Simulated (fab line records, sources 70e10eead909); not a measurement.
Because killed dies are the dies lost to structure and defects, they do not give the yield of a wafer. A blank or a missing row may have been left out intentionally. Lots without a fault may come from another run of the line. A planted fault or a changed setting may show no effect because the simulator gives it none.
Which tool is to blame? -- flow nand-harc -- Sampling: 11 lots, 33 wafers, 7 of 1302 route steps

## WHAT THE GAUGES SHOWED, per wafer
NHARC_THIN_TSV_CD_MEAS_12 targets a cd of 1000 nm. Usual: cd-nm reads 998.9 nm (standard deviation 1.7).
lot,measured,on,cd-nm (nm),flag
L775,day 23 21:29,cd-sem-03,1002.2 1002.4 999.0,
L776,day 24 10:05,cd-sem-01,998.5 999.1 998.3,
L777,day 24 11:10,cd-sem-02,996.8 999.7 998.2,
L778,day 25 21:57,cd-sem-01,1001.2 999.0 998.1,
L781,day 26 15:43,cd-sem-02,995.7 997.2 998.1,
L788,day 29 14:28,cd-sem-01,1014.1 1013.1 1013.2,OFF
L791,day 30 08:12,cd-sem-02,1011.6 1009.5 1013.5,OFF
L793,day 31 11:35,cd-sem-03,1007.5 1009.4 1008.9,OFF
L796,day 32 18:25,cd-sem-03,996.3 997.3 998.2,
L798,day 33 15:57,cd-sem-02,995.8 995.9 994.8,
L797,day 33 17:03,cd-sem-01,1000.8 999.8 1000.5,

NHARC_THIN_TSV_CD_MEAS_37. Usual: cd-nm reads 4997.9 nm (standard deviation 2.3).
lot,measured,on,cd-nm (nm),flag
L775,day 24 04:56,cd-sem-01,4999.5 5000.0 4996.9,
L776,day 24 17:39,cd-sem-01,4996.6 4999.5 4998.6,
L777,day 24 18:34,cd-sem-01,4996.9 4999.4 4996.3,
L778,day 26 08:48,cd-sem-01,5000.9 4996.5 4997.5,
L781,day 26 23:27,cd-sem-02,4994.7 4995.9 4996.2,
L788,day 29 21:59,cd-sem-03,5012.0 5011.8 5011.8,OFF
L791,day 30 15:35,cd-sem-03,5010.9 5009.7 5013.3,OFF
L793,day 31 19:46,cd-sem-01,5008.6 5009.1 5008.7,OFF
L796,day 33 02:00,cd-sem-03,4995.3 4996.6 4997.4,
L798,day 33 23:31,cd-sem-03,4994.1 4997.2 4993.9,
L797,day 34 00:28,cd-sem-01,4998.4 4996.4 5000.7,

NHARC_END_SORT_01. Usual: defect-limited-yield 92 %, standard deviation 3; killed-at-array 52, standard deviation 20; killed-at-other 1.0, standard deviation 1.3; killed-at-periphery 3.7, standard deviation 2.2; killed-dies 57, standard deviation 20; killed-open 3.2, standard deviation 1.6; killed-short 2.4, standard deviation 1.6; sort_bin_2_pct 2.9 %, standard deviation 1.4; sort_bin_3_pct 0.6 %, standard deviation 0.41; sort_bin_4_pct 4.8 %, standard deviation 1.5; sort-n-pass 620, standard deviation 20; sort-rim-yield-pct 93 %, standard deviation 3.5; sort-yield-pct 92 %, standard deviation 3.
lot,measured,on,defect-limited-yield (%),killed-at-array,killed-at-other,killed-at-periphery,killed-dies,killed-open,killed-short,sort_bin_2_pct (%),sort_bin_3_pct (%),sort_bin_4_pct (%),sort-n-pass,sort-rim-yield-pct (%),sort-yield-pct (%),flag
L776,day 25 02:49,prober-01,89 91 91,69 57 56,2 1 2,4 2 0,75 60 58,1 4 5,3 0 3,3.2 3.5 2.5,1.0 0.6 0.1,6.8 4.7 5.9,602 617 619,90 89 94,89 91 91,
L778,day 26 17:32,prober-02,89 92 90,67 54 59,0 1 0,5 2 9,72 57 68,6 3 3,2 1 1,3.1 3.7 3.2,1.2 0.3 0.9,6.4 4.4 5.9,605 620 609,93 92 91,89 92 90,
L788,day 30 06:29,prober-01,94 94 93,41 38 43,0 0 0,3 4 4,44 42 47,5 2 6,7 2 2,1.6 2.1 2.2,0.6 0.4 0.9,4.3 3.7 3.8,633 635 630,91 92 95,94 94 93,

## WHICH TOOL RAN EACH LOT (tool, then ch and the chambers of the sampled wafers, then the start)
lot,NHARC_A_BONDPAD_PRE_CLEAN_26,NHARC_A_BONDPAD_ANNEAL_28,NHARC_THIN_TSV_DEP_43,NHARC_THIN_TSV_EXPOSE_09
L775,"pvd-sputter-02, day 23 06:02 or earlier","rtp-anneal-01 ch 0, day 23 06:02","pecvd-01 ch 0,1, day 23 20:47","krf-scanner-03 ch 0, day 23 21:20"
L776,"pvd-sputter-03, day 23 20:45 or earlier","rtp-anneal-01 ch 0, day 23 20:45","pecvd-03 ch 0,1, day 24 09:18","krf-scanner-03 ch 0, day 24 09:56"
L777,"pvd-sputter-02, day 23 21:00 or earlier","rtp-anneal-02 ch 0, day 23 21:00","pecvd-03 ch 1,2, day 24 10:31","krf-scanner-03 ch 0, day 24 11:01"
L778,"pvd-sputter-03, day 24 21:02 or earlier","rtp-anneal-01 ch 0, day 24 21:02","pecvd-04 ch 0,1,2, day 25 21:17","krf-scanner-04 ch 0, day 25 21:48"
L781,"pvd-sputter-02, day 26 02:45 or earlier","rtp-anneal-01 ch 0, day 26 02:45","pecvd-01 ch 0,1, day 26 14:53","krf-scanner-01 ch 0, day 26 15:34"
L788,"pvd-sputter-01, day 28 23:54 or earlier","rtp-anneal-01 ch 0, day 28 23:54","pecvd-03 ch 0,1,2, day 29 13:40","krf-scanner-03 ch 0, day 29 14:18"
L791,"pvd-sputter-01, day 29 20:54 or earlier","rtp-anneal-01 ch 0, day 29 20:54","pecvd-04 ch 0,1,2, day 30 07:28","krf-scanner-03 ch 0, day 30 08:02"
L793,"pvd-sputter-01, day 30 22:28 or earlier","rtp-anneal-02 ch 0, day 30 22:28","pecvd-04 ch 0,1,2, day 31 10:44","krf-scanner-03 ch 0, day 31 11:26"
L796,"pvd-sputter-02, day 32 05:31 or earlier","rtp-anneal-01 ch 0, day 32 05:31","pecvd-03 ch 0,1, day 32 17:43","krf-scanner-01 ch 0, day 32 18:16"
L798,"pvd-sputter-03, day 33 02:19 or earlier","rtp-anneal-01 ch 0, day 33 02:19","pecvd-03 ch 1,2, day 33 15:15","krf-scanner-04 ch 0, day 33 15:48"
L797,"pvd-sputter-01, day 33 03:19 or earlier","rtp-anneal-02 ch 0, day 33 03:19","pecvd-01 ch 0,1,2, day 33 16:22","krf-scanner-04 ch 0, day 33 16:53"
- NHARC_A_BONDPAD_PRE_CLEAN_26: time 30 s.
- NHARC_A_BONDPAD_ANNEAL_28: time 90 s.
- NHARC_THIN_TSV_DEP_43: deposits SiO2, target thk 1328.5 nm.
- NHARC_THIN_TSV_EXPOSE_09: exposes mask TSV.

## WHAT THE TOOLS THEMSELVES READ (means of the sampled wafers that have a number; where no wafer has one, the mark that the record gives instead)
NHARC_A_BONDPAD_PRE_CLEAN_26. Usual: heater-power-w reads 416 W (standard deviation 32).
lot,tool,heater-power-w (W),flag
L775,pvd-sputter-02,399,
L776,pvd-sputter-03,418,
L777,pvd-sputter-02,404,
L778,pvd-sputter-03,433,
L781,pvd-sputter-02,385,
L788,pvd-sputter-01,417,
L791,pvd-sputter-01,434,
L793,pvd-sputter-01,402,
L796,pvd-sputter-02,397,
L798,pvd-sputter-03,438,
L797,pvd-sputter-01,433,

NHARC_A_BONDPAD_ANNEAL_28. Usual: anneal-temp-c-max 226.5, standard deviation 0.53; wafer_temp_C_max 225.86, standard deviation 0.24.
lot,tool,anneal-temp-c-max,wafer_temp_C_max,flag
L775,rtp-anneal-01,226.7,225.79,
L776,rtp-anneal-01,226.4,225.81,
L777,rtp-anneal-02,225.7,226.14,
L778,rtp-anneal-01,226.8,225.92,
L781,rtp-anneal-01,226.4,225.78,
L788,rtp-anneal-01,226.8,225.84,
L791,rtp-anneal-01,226.6,225.99,
L793,rtp-anneal-02,226.0,225.87,
L796,rtp-anneal-01,226.6,225.82,
L798,rtp-anneal-01,226.9,225.73,
L797,rtp-anneal-02,225.7,226.05,

NHARC_THIN_TSV_DEP_43. Usual: throttle-valve-pct reads 15.8 % (standard deviation 0.58).
lot,tool,throttle-valve-pct (%),flag
L775,pecvd-01,15.8,
L776,pecvd-03,15.6,
L777,pecvd-03,15.5,
L778,pecvd-04,16.4,
L781,pecvd-01,16.0,
L788,pecvd-03,15.9,
L791,pecvd-04,15.9,
L793,pecvd-04,15.9,
L796,pecvd-03,15.5,
L798,pecvd-03,15.5,
L797,pecvd-01,15.8,

NHARC_THIN_TSV_EXPOSE_09. Usual: exposure-dose-mJ-cm2 reads 30.68 (standard deviation 0.04).
lot,tool,exposure-dose-mJ-cm2,flag
L775,krf-scanner-03,30.77,
L776,krf-scanner-03,30.74,
L777,krf-scanner-03,30.66,
L778,krf-scanner-04,30.68,
L781,krf-scanner-01,30.67,
L788,krf-scanner-03,47.61,OFF
L791,krf-scanner-03,44.57,OFF
L793,krf-scanner-03,44.56,OFF
L796,krf-scanner-01,30.66,
L798,krf-scanner-04,30.64,
L797,krf-scanner-04,30.60,

## THE ANSWER, worked out from the rows above alone
Rule: take the mean of a lot's wafers that have a number; if it is more than 3 standard deviations from the usual mean, the lot is off. Also off: a lot with no number at a reading for which 4 or more lots have one. The other lots that the step has rows for count as sound. After the gauges, taken in route order, come the tools' own readings; for these a lot's mean is taken, as printed above. The first step at which some lot is off is used, and at that step the reading that is off furthest; a lot without a number counts as furthest.
Off at NHARC_THIN_TSV_CD_MEAS_12 (cd-nm): L788, L791, L793.
A tool fits if, at a process step before that reading, it ran every lot that is off, and no sound lot after the first of them. The gauges at NHARC_THIN_TSV_CD_MEAS_12 aren't tried: what is off there is off at NHARC_THIN_TSV_EXPOSE_09 too, on other tools, and a gauge's error can't cause that. NHARC_A_BONDPAD_PRE_CLEAN_26: start missing for some lots; hours and lot order therefore follow NHARC_A_BONDPAD_ANNEAL_28. One candidate fits, namely krf-scanner-03 at NHARC_THIN_TSV_EXPOSE_09. A fault onset in the window from L777 (day 24 11:01, its last sound lot) to L788 (day 29 14:18, its first lot off) fits.
On the lots that are off, the tool's own readings at NHARC_THIN_TSV_EXPOSE_09 differ by more than 5 times the standard deviation of the sound lots' means, which bears it out; exposure-dose-mJ-cm2 reads 45.58 there versus 30.68 on the sound lots.

## WHAT HAD BEEN PUT IN BY THE SIMULATOR
Drift in process parameters on krf-scanner-03 at NHARC_THIN_TSV_EXPOSE_09, starting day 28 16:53. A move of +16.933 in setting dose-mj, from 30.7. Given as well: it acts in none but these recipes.
Struck lots among those shown: L788, L791, L793. The rule given above showed the same thing.
